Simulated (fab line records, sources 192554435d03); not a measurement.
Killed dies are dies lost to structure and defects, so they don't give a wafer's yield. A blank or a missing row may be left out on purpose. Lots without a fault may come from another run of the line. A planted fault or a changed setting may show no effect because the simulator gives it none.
fab line records | flow n5_finfet
record lots=7 wafers=21
route steps=1938 shown BEOL_M7@1290 BEOL_M8@1377 BEOL_M9@1446
start_h: hours from the record's first day to the start of the lot's first wafer shown | wait_h: hours since the lot's step before | " the same as in the row above | L1.1+2: a row that stands for several wafers | - no value, or no start given | * or withheld: withheld | < > ~ a bound
route shown NAME@n: a module of which the file shows steps, and the number in the route of the first | usual: mean/standard deviation of fault-free wafers | same: alike in all rows | chamber/n: place in a boat | sites: the reading at each site | _std_site: their standard deviation | _edge_site: outer sites' mean less inner sites' | radius_mm: how far each site lies from the wafer's centre | mask NAME#n: copy n | behind: the tool/chamber that last shaped the wafer | hold: why the lot was held/for how many hours/how that ended | device: the transistor (n, p or np) that didn't switch | end of line: the same wafers' tests at the end of the route | a step without rows: its recipe alone | killed: dies lost to structure and defects at the first sort, not the wafer's yield | map: a wafer's dies, x killed, . not, _ none there
set.NAME: the setting as run; set.NAME@STEP: as run at that earlier step | model.NAME: the simulator's own value behind a step, which no gauge read
lots whose settings were changed on purpose; a table a step, a row a wafer
## steps
# step N5_BEOL_M7_COAT_22
# recipe resist=CAR-EUV spin_rpm=1500 resist_thk_nm=30
# columns lot.wafer tool chamber start_h wait_h set.spin_rpm model.CAR-EUV_of_BEOL_M7_COAT_22.thk_nm
L075.1+2+6 litho_track-02 0 - - 1500 30
L078.1 litho_track-05 0 - - 1500 30
L078.3 " 0 " " 1500 30.2
L078.5 " 0 " " 1567 29.4
L079.1 litho_track-02 0 - - 1500 30
L079.3+6 " 0 " " 1358 31.6
L081.4+5 litho_track-02 0 - - 1500 30
L081.6 " 0 " " 1423 30.8
L086.2+4 litho_track-01 0 - - 1653 28.8
L086.3 " 0 " " 1500 30.2
L089.2+6 litho_track-01 0 - - 1500 30.2
L089.3 " 0 " " 1552 29.6
L090.1 litho_track-02 0 - - 1500 30
L090.4+5 " 0 " " 1500 29.8
# step N5_BEOL_M7_EBR_24
# recipe solvent=PGMEA ebr_width_mm=1.5
# step N5_BEOL_M7_SOFTBAKE_23
# recipe temp_c=110 time_s=60 resist=CAR-EUV
# step N5_BEOL_M7_EXPOSE_25
# recipe mask_id=V6 na=0.33 source_shape=annular sigma_inner=0.4 sigma_outer=0.8 polarization=unpolarized target_cd_nm=40 dose_mj=42.5
# step N5_BEOL_M7_PEB_26
# recipe peb_temp_c=100 peb_time_s=60 resist=CAR-EUV
# step N5_BEOL_M7_DEVELOP_27
# recipe develop_time_s=30 developer=TMAH resist=CAR-EUV rinse_liquid=surfactant_rinse dry=air_spin dev_temp_c=23
# columns lot.wafer tool chamber start_h wait_h set.spin_rpm@BEOL_M7_COAT_22 model.CAR-EUV_of_BEOL_M7_COAT_22.thk_nm
L075.1 litho_track-02 0 - - 1500 29.6
L075.2+6 " 0 " " 1500 29.4
L078.1+3 litho_track-01 0 - - 1500 29.6
L078.5 " 0 " " 1567 29
L079.1 litho_track-02 0 - - 1500 29.6
L079.3 " 0 " " 1358 31.2
L079.6 " 0 " " 1358 31
L081.4+5 litho_track-05 0 - - 1500 29.6
L081.6 " 0 " " 1423 30.4
L086.2+4 litho_track-02 0 - - 1653 28.2
L086.3 " 0 " " 1500 29.6
L089.2+6 litho_track-02 0 - - 1500 29.6
L089.3 " 0 " " 1552 29.2
L090.1+4+5 litho_track-05 0 - - 1500 29.4
# step N5_BEOL_M7_ETCH_72
# recipe chemistry=N2/H2 target=underlayer target_depth_a=65 mask_material=CAR-EUV time_s=5.2 ion_energy_ev=200 pressure_mtorr=30 source_w=840 bias_w=150 n2_flow_sccm=200 h2_flow_sccm=200 ends=cleared
# step N5_BEOL_M7_ETCH_65
# recipe chemistry=CF4 target=SiARC target_depth_a=156 mask_material=CAR-EUV time_s=26 ion_energy_ev=80 pressure_mtorr=40 source_w=545 bias_w=36 Ar_flow_sccm=100 cf4_flow_sccm=100 ends=cleared
# step N5_BEOL_M7_ETCH_66
# recipe chemistry=N2/H2 target=SOC target_depth_a=800 overetch_a=160 mask_material=SiARC temp_c=40 time_s=120 ion_energy_ev=200 pressure_mtorr=30 source_w=840 bias_w=150 n2_flow_sccm=200 h2_flow_sccm=200
# columns lot.wafer tool chamber start_h wait_h set.spin_rpm@BEOL_M7_COAT_63 model.etch.depth_nm
L075.1 rie_diel-04 3 221.19 0.0 1500 59.76
L075.2 " 2 " " 1500 59.57
L075.6 " 1 " " 1500 59.86
L078.1+5 rie_diel-06 1 268.60 0.0 1413 61.72
L078.3 " 0 " " 1500 60.16
L079.1 rie_diel-06 3 287.26 0.0 1500 59.73
L079.3 " 1 " " 1500 59.88
L079.6 " 3 " " 1500 59.83
L081.4 rie_diel-04 2 295.36 0.0 1500 59.91
L081.5 " 0 " " 1360 63.07
L081.6 " 1 " " 1360 62.91
L086.2 rie_diel-06 0 328.95 0.0 1500 60.02
L086.3 " 3 " " 1500 59.99
L086.4 " 0 " " 1500 60.05
L089.2 rie_diel-06 3 336.60 0.0 1615 57.53
L089.3 " 1 " " 1615 57.48
L089.6 " 1 " " 1615 57.66
L090.1 rie_diel-04 3 343.73 0.0 1500 59.78
L090.4 " 0 " " 1500 59.7
L090.5 " 0 " " 1500 59.92
# step N5_BEOL_M7_STRIP_69
# recipe chemistry=N2/H2 temp_c=40 n2_flow_sccm=200 h2_flow_sccm=200 rf_frequency_hz=6e+07
# step N5_BEOL_M7_STRIP_73
# recipe chemistry=N2/H2 temp_c=40 n2_flow_sccm=200 h2_flow_sccm=200 rf_frequency_hz=6e+07
# step N5_BEOL_M7_VIA_ETCH_34
# recipe chemistry=C4F6/O2 target=SiCOH_lowk target_depth_a=1255 mask_material=SOC taper_deg=4 time_s=50.5 ion_energy_ev=250 pressure_mtorr=30 source_w=345 bias_w=185 Ar_flow_sccm=300 C4F6_flow_sccm=10 O2_flow_sccm=10
# columns lot.wafer tool chamber start_h wait_h set.spin_rpm@BEOL_M7_COAT_63 model.SOC_of_BEOL_M7_COAT_63.thk_nm
L075.1 rie_diel-04 3 221.29 0.0 1500 53.6
L075.2+6 " 2,1 " " 1500 53.8
L078.1+5 rie_diel-06 1 268.70 0.0 1413 55.6
L078.3 " 0 " " 1500 54
L079.1 rie_diel-06 3 287.36 0.0 1500 53.6
L079.3+6 " 1,3 " " 1500 53.8
L081.4 rie_diel-04 2 295.44 0.0 1500 54
L081.5 " 0 " " 1360 57
L081.6 " 1 " " 1360 56.8
L086.2+3+4 rie_diel-06 0,3,0 329.05 0.0 1500 54
L089.2+3 rie_diel-06 3,1 336.70 0.0 1615 51.4
L089.6 " 1 " " 1615 51.6
L090.1+4 rie_diel-04 3,0 343.83 0.0 1500 53.6
L090.5 " 0 " " 1500 53.8
# step N5_BEOL_M8_TRENCH_ETCH_37
# recipe chemistry=C4F6/O2 target_depth_a=934.78 target=SiCOH_lowk time_s=31.2 ion_energy_ev=250 pressure_mtorr=30 source_w=345 bias_w=185 Ar_flow_sccm=300 C4F6_flow_sccm=10 O2_flow_sccm=10
# columns lot.wafer tool chamber start_h wait_h set.time_s model.etch.depth_nm model.BEOL_M8.feature_depth_nm
L075.1 rie_diel-03 0 - - 31.2 93 93
L075.2 " 1 " " 31.2 91.21 91.2
L075.6 " 2 " " 31.2 95.2 95.2
L078.1 rie_diel-03 3 - - 36.38 109.1 109
L078.3 " 2 " " 31.2 94.54 94.6
L078.5 " 3 " " 31.2 93.53 93.6
L079.1 rie_diel-03 1 - - 31.2 91.89 91.8
L079.3 " 3 " " 31.2 92.36 92.4
L079.6 " 0 " " 35.96 106.2 106.2
L081.4 rie_diel-03 1 - - 31.2 91.95 92
L081.5 " 2 " " 31.2 95.22 95.2
L081.6 " 1 " " 31.2 93.51 93.6
L086.2 rie_diel-01 1 - - 31.2 95.85 95.8
L086.3 " 3 " " 31.2 92.65 92.6
L086.4 " 0 " " 31.2 90.88 90.8
L089.2 rie_diel-03 2 - - 31.2 94.34 94.4
L089.3 " 3 " " 37.22 110.4 110.4
L089.6 " 2 " " 37.22 112.6 112.6
L090.1 rie_diel-05 0 - - 35.43 104.7 104.8
L090.4 " 2 " " 31.2 95.35 95.4
L090.5 " 3 " " 35.43 104.9 105
# step N5_BEOL_M8_ETCH_41
# recipe chemistry=CH3F/O2 target=SiCN target_depth_a=319 taper_deg=2 time_s=57.8 ion_energy_ev=120 mask_material=TiN pressure_mtorr=30 source_w=395 bias_w=75 Ar_flow_sccm=150 CH3F_flow_sccm=30 O2_flow_sccm=20
# step N5_BEOL_M8_STRIP_80
# recipe chemistry=N2/H2 time_s=10 power_w=450 temp_c=40 pressure_mtorr=20 rf_frequency_hz=6e+07 bias_power_w=7 n2_flow_sccm=200 h2_flow_sccm=200
# step N5_BEOL_M8_OCD_MEAS_38
# usual trench_depth_nm=93.1/1.7
# columns lot.wafer tool chamber start_h wait_h set.time_s@BEOL_M8_TRENCH_ETCH_37 trench_depth_nm
L075.1 ocd-01 - 229.54 - 31.2 92.8
L075.2 " - " " 31.2 91.7
L075.6 " - " " 31.2 95.6
L078.1 ocd-02 - 275.91 - 36.38 108.5
L078.3 " - " " 31.2 94.5
L078.5 " - " " 31.2 93.7
L079.1 ocd-02 - 295.59 - 31.2 92.3
L079.3 " - " " 31.2 92.5
L079.6 " - " " 35.96 106.4
L081.4 ocd-02 - 305.99 - 31.2 91.8
L081.5 " - " " 31.2 95.2
L081.6 " - " " 31.2 93.5
L086.2 ocd-02 - 335.81 - 31.2 95.8
L086.3 " - " " 31.2 92.4
L086.4 " - " " 31.2 91.4
L089.2 ocd-01 - 346.61 - 31.2 93.8
L089.3 " - " " 37.22 110.0
L089.6 " - " " 37.22 112.7
L090.1 ocd-02 - 356.24 - 35.43 104.8
L090.4 " - " " 31.2 95.2
L090.5 " - " " 35.43 105.0
# step N5_BEOL_M8_CURE_75
# recipe temp_c=370 time_s=120 ambient=DMADMS/He material=SiCOH_lowk
# columns lot.wafer tool chamber start_h wait_h set.time_s
L075.1+2+6 uv_cure-03 2 229.73 0.0 120
L078.1+3+5 uv_cure-02 2 276.10 0.0 120
L079.1 uv_cure-01 0 295.95 0.2 146.1
L079.3+6 " 0 " " 120
L081.4+6 uv_cure-02 1 306.48 0.3 139.5
L081.5 " 1 " " 120
L086.2+3 uv_cure-03 0 336.05 0.1 104.4
L086.4 " 0 " " 120
L089.2+3+6 uv_cure-02 1 346.86 0.1 120
L090.1+4+5 uv_cure-02 1 356.44 0.0 120
# step N5_BEOL_M8_DEGAS_44
# recipe ambient=vacuum temp_c=250 time_s=60
# step N5_BEOL_M8_PRE_CLEAN_45
# recipe gas=H2/He time_s=30 temp_c=250
# step N5_BEOL_M8_ECD_50
# recipe material=Cu target_thk_a=3000
# step N5_BEOL_M8_ANNEAL_51
# recipe temp_c=225 time_s=90 ambient=N2
# step N5_BEOL_M8_CMP_52
# recipe stop_on=SiCOH_lowk t_overpolish_s=6.9 down_force_psi=1 platen_rpm=50 clearing_platen_down_force_psi=1.5 clearing_platen_rpm=50 post_cmp_clean=cu_alkaline target_thk_nm=80 clearing_platen_pad_velocity_m_s=0.99484 pad_velocity_m_s=0.99484
# columns lot.wafer tool chamber start_h wait_h set.time_s@BEOL_M8_TRENCH_ETCH_37 model.Cu_of_BEOL_M8_ECD_50.thk_nm
L075.2 cmp-03 2 231.25 0.3 31.2 76.2
L075.1 " 3 " " 31.2 77.8
L075.6 " 0 " " 31.2 82.2
L078.1 cmp-02 0 279.51 0.3 36.38 95.4
L078.3 " 3 " " 31.2 81.4
L078.5 " 0 " " 31.2 80.2
L079.3+1 cmp-03 2,3 299.61 0.2 31.2 77.6
L079.6 " 0 " " 35.96 93
L081.4 cmp-01 3 311.13 0.3 31.2 80.2
L081.6 " 3 " " 31.2 81.4
L081.5 " 0 " " 31.2 83.2
L086.3 cmp-01 0 339.41 0.2 31.2 79.6
L086.4 " 1 " " 31.2 77
L086.2 " 3 " " 31.2 83.4
L089.2 cmp-02 2 348.55 0.2 31.2 81.8
L089.3 " 1 " " 37.22 95.4
L089.6 " 3 " " 37.22 98
L090.1 cmp-02 1 358.76 0.3 35.43 89.4
L090.4 " 2 " " 31.2 82
L090.5 " 1 " " 35.43 90.8
# step N5_BEOL_M8_THK_MEAS_53
# recipe thk_meas_gauge=xrf reads=Cu_of_BEOL_M8_ECD_50
# usual M8_THK=80.3/2.2
# columns lot.wafer tool chamber start_h wait_h set.time_s@BEOL_M8_TRENCH_ETCH_37 M8_THK[nm]
L075.1 film_metro-01 - 231.47 - 31.2 77.7
L075.2 " - " " 31.2 76.7
L075.6 " - " " 31.2 82.6
L078.1 film_metro-01 - 279.81 - 36.38 96.9
L078.3 " - " " 31.2 82.3
L078.5 " - " " 31.2 81.1
L079.1 film_metro-01 - 299.83 - 31.2 78.7
L079.3 " - " " 31.2 78.5
L079.6 " - " " 35.96 94.5
L081.4 film_metro-01 - 311.43 - 31.2 81.2
L081.5 " - " " 31.2 84.1
L081.6 " - " " 31.2 82.4
L086.2 film_metro-01 - 339.71 - 31.2 83.9
L086.3 " - " " 31.2 79.9
L086.4 " - " " 31.2 77.5
L089.2 film_metro-01 - 348.84 - 31.2 83.2
L089.3 " - " " 37.22 96.6
L089.6 " - " " 37.22 99.1
L090.1 film_metro-02 - 359.06 - 35.43 91.8
L090.4 " - " " 31.2 83.7
L090.5 " - " " 35.43 93.3
# step N5_BEOL_M8_PRE_CLEAN_55
# recipe gas=NH3 time_s=15 temp_c=withheld rf_power_w=300
# step N5_BEOL_M8_DEP_56
# recipe material=SiCN target_thk_a=100 temp_c=withheld precursor=3MS/NH3 pressure_torr=3 rf_w=202 time_s=17.5
# step N5_BEOL_M8_RS_MEAS_57
# recipe thk_meas_gauge=four-point-probe reads=Cu_of_BEOL_M8_ECD_50+Co_of_BEOL_M8_CVD_78+TaN_of_BEOL_M8_ALD_77
# usual M8_RS=0.289/0.0087
# columns lot.wafer tool chamber start_h wait_h set.time_s@BEOL_M8_TRENCH_ETCH_37 M8_RS[ohm/sq]
L075.1 film_metro-02 - 231.60 0.1 31.2 0.296
L075.2 " - " " 31.2 0.303
L075.6 " - " " 31.2 0.277
L078.1 film_metro-02 - 279.97 0.1 36.38 0.233
L078.3 " - " " 31.2 0.280
L078.5 " - " " 31.2 0.284
L079.1 film_metro-02 - 299.96 0.1 31.2 0.296
L079.3 " - " " 31.2 0.297
L079.6 " - " " 35.96 0.240
L081.4 film_metro-02 - 311.56 0.0 31.2 0.285
L081.5 " - " " 31.2 0.273
L081.6 " - " " 31.2 0.280
L086.2 film_metro-01 - 339.84 0.1 31.2 0.272
L086.3 " - " " 31.2 0.287
L086.4 " - " " 31.2 0.299
L089.2 film_metro-01 - 348.97 0.1 31.2 0.278
L089.3 " - " " 37.22 0.233
L089.6 " - " " 37.22 0.226
L090.1 film_metro-02 - 359.19 0.1 35.43 0.251
L090.4 " - " " 31.2 0.278
L090.5 " - " " 35.43 0.246
# step N5_BEOL_M9_TRENCH_ETCH_37
# recipe chemistry=C4F6/O2 target_depth_a=1514.3 target=SiCOH_lowk time_s=49 ion_energy_ev=250 pressure_mtorr=30 source_w=345 bias_w=185 Ar_flow_sccm=300 C4F6_flow_sccm=10 O2_flow_sccm=10
# columns lot.wafer tool chamber start_h wait_h set.time_s model.etch.depth_nm model.BEOL_M9.feature_depth_nm
L075.1 rie_diel-04 1 - - 49 151.4 151.4
L075.2 " 0 " " 49 154.5 154.4
L075.6 " 3 " " 49 153.5 153.4
L078.1 rie_diel-04 0 - - 49 154 154
L078.3 " 2 " " 49 147.5 147.4
L078.5 " 3 " " 49 153.6 153.6
L079.1 rie_diel-06 2 - - 55.92 172.8 172.8
L079.3 " 3 " " 49 151.7 151.6
L079.6 " 1 " " 49 153.8 153.8
L081.4 rie_diel-04 1 - - 52.49 165.5 165.4
L081.5 " 2 " " 49 145.4 145.4
L081.6 " 0 " " 49 150.9 151
L086.2 rie_diel-04 3 - - 49 154.6 154.6
L086.3 " 0 " " 49 150.4 150.4
L086.4 " 2 " " 49 145.4 145.4
L089.2 rie_diel-04 0 - - 49 150.7 150.8
L089.3 " 3 " " 49 151.9 152
L089.6 " 3 " " 42.99 134.2 134.2
L090.1 rie_diel-04 0 - - 49 150.8 150.8
L090.4 " 2 " " 49 143.5 143.6
L090.5 " 3 " " 49 152.8 152.8
# step N5_BEOL_M9_ETCH_41
# recipe chemistry=CH3F/O2 target=SiCN target_depth_a=366 taper_deg=2 time_s=70.1 ion_energy_ev=120 mask_material=TiN pressure_mtorr=30 source_w=395 bias_w=75 Ar_flow_sccm=150 CH3F_flow_sccm=30 O2_flow_sccm=20
# step N5_BEOL_M9_STRIP_80
# recipe chemistry=N2/H2 time_s=10 power_w=450 temp_c=40 pressure_mtorr=20 rf_frequency_hz=6e+07 bias_power_w=7 n2_flow_sccm=200 h2_flow_sccm=200
# step N5_BEOL_M9_OCD_MEAS_38
# usual trench_depth_nm=151/3.9
# columns lot.wafer tool chamber start_h wait_h set.time_s@BEOL_M9_TRENCH_ETCH_37 trench_depth_nm
L075.1 ocd-01 - 237.44 - 49 151
L075.2 " - " " 49 154
L075.6 " - " " 49 154
L078.1 ocd-01 - 284.31 - 49 154
L078.3 " - " " 49 147
L078.5 " - " " 49 154
L079.1 ocd-01 - 306.44 - 55.92 173
L079.3 " - " " 49 151
L079.6 " - " " 49 153
L081.4 ocd-01 - 319.66 - 52.49 165
L081.5 " - " " 49 145
L081.6 " - " " 49 151
L086.2 ocd-02 - 346.58 - 49 155
L086.3 " - " " 49 150
L086.4 " - " " 49 145
L089.2 ocd-02 - 356.97 - 49 151
L089.3 " - " " 49 152
L089.6 " - " " 42.99 134
L090.1 ocd-02 - 364.33 - 49 150
L090.4 " - " " 49 144
L090.5 " - " " 49 153
## key
split step=N5_BEOL_M7_COAT_22 setting=spin_rpm stated=1500 by=wafer
response step=N5_BEOL_M7_COAT_22 reading=model.CAR-EUV_of_BEOL_M7_COAT_22.thk_nm change=-0.154 per=1% r=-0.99
response step=N5_BEOL_M7_DEVELOP_27 reading=model.CAR-EUV_of_BEOL_M7_COAT_22.thk_nm change=-0.145 per=1% r=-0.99
split step=N5_BEOL_M8_TRENCH_ETCH_37 setting=time_s stated=31.2 by=wafer
response step=N5_BEOL_M8_TRENCH_ETCH_37 reading=model.etch.depth_nm change=+0.868 per=1% r=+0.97
response step=N5_BEOL_M8_TRENCH_ETCH_37 reading=model.BEOL_M8.feature_depth_nm change=+0.865 per=1% r=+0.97
response step=N5_BEOL_M8_OCD_MEAS_38 reading=trench_depth_nm change=+0.867 per=1% r=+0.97
response step=N5_BEOL_M8_CMP_52 reading=model.Cu_of_BEOL_M8_ECD_50.thk_nm change=+0.822 per=1% r=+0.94
response step=N5_BEOL_M8_THK_MEAS_53 reading=M8_THK change=+0.843 per=1% r=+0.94
response step=N5_BEOL_M8_RS_MEAS_57 reading=M8_RS change=-0.00284 per=1% r=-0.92
split step=N5_BEOL_M8_CURE_75 setting=time_s stated=120 by=wafer
response none clear
split step=N5_BEOL_M9_TRENCH_ETCH_37 setting=time_s stated=49 by=wafer
response step=N5_BEOL_M9_TRENCH_ETCH_37 reading=model.etch.depth_nm change=+1.54 per=1% r=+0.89
response step=N5_BEOL_M9_TRENCH_ETCH_37 reading=model.BEOL_M9.feature_depth_nm change=+1.54 per=1% r=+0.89
response step=N5_BEOL_M9_OCD_MEAS_38 reading=trench_depth_nm change=+1.55 per=1% r=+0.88
split outside_this_file step=N5_BEOL_M7_COAT_63 setting=spin_rpm
# split outside_this_file: this setting was split too, and the file shows its column; the key of that split is in another file
